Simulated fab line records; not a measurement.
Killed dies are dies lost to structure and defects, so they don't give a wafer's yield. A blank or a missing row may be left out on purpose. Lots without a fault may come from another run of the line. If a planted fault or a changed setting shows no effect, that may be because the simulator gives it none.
Matching of chambers    flow n5-finfet    4 sister chambers for N5_MOL_CONTACT_COAG_ETCH_110 on rie-diel-03
The step etches Si in CF4/O2, target depth 2.5 nm, time 8 s. 18 wafers are shown with their chamber, then 9 later ones without.

## WAFERS PAIRED WITH THEIR CHAMBERS
wafer   chamber  drypump-motor-current-A (A)  showerhead-plenum-p-Torr (Torr)  oes-product-au (a.u.)
L075.2  2        6.1                          2.22                             0.73
L075.3  3        5.9                          2.36                             0.90
L075.4  0        5.5                          2.15                             0.80
L076.1  2        6.1                          2.22                             0.72
L076.2  1        5.3                          2.30                             0.74
L076.5  2        6.1                          2.22                             0.72
L077.1  2        6.1                          2.22                             0.72
L077.2  0        5.5                          2.15                             0.80
L077.3  1        5.3                          2.30                             0.73
L078.2  2        6.1                          2.22                             0.72
L078.3  3        5.9                          2.35                             0.89
L078.6  0        5.6                          2.15                             0.80
L079.1  0        5.5                          2.14                             0.79
L079.4  3        5.9                          2.35                             0.88
L079.5  2        6.1                          2.22                             0.71
L084.2  2        6.1                          2.21                             0.71
L084.3  1        5.3                          2.30                             0.73
L084.6  3        5.9                          2.35                             0.87

SIGNATURES (means of the wafers above)
reading                   chamber 0  chamber 1  chamber 2  chamber 3  scatter within a chamber
drypump-motor-current-A   5.525      5.300      6.100      5.900      0.0231
showerhead-plenum-p-Torr  2.1475     2.3000     2.2186     2.3525     0.0041
oes-product-au            0.7975     0.7333     0.7186     0.8850     0.00814
Rule: for a wafer and a chamber, the distance is found by dividing, reading by reading, the gap between the wafer's reading and the chamber's mean by the reading's scatter, squaring, summing and taking the root. The wafer belongs to the nearest chamber; if the next one is less than 2 further off, it can't be placed. The scatter is the square root of a quotient: the sum, over the shown wafers, of each reading's squared deviation from its chamber's mean, divided by wafers minus chambers.

## WAFERS WITHOUT THEIR CHAMBER
wafer   drypump-motor-current-A (A)  showerhead-plenum-p-Torr (Torr)  oes-product-au (a.u.)
L088.1  5.5                          2.14                             0.78
L088.4  5.3                          2.30                             0.72
L088.5  5.3                          2.30                             0.72
L089.1  6.1                          2.21                             0.70
L089.2  5.5                          2.14                             0.77
L089.6  5.3                          2.29                             0.72
L094.1  6.1                          2.21                             0.70
L094.2  5.9                          2.34                             0.84
L094.4  5.3                          2.29                             0.71

## EACH ONE'S CHAMBER
wafer   from the rows above  in truth
L088.1  0                    0
L088.4  1                    1
L088.5  1                    1
L089.1  2                    2
L089.2  0                    0
L089.6  1                    1
L094.1  2                    2
L094.2  3                    3
L094.4  1                    1
Correct placement for 9 of the 9. From these rows, 0 cannot be placed. Placed wrongly: 0.
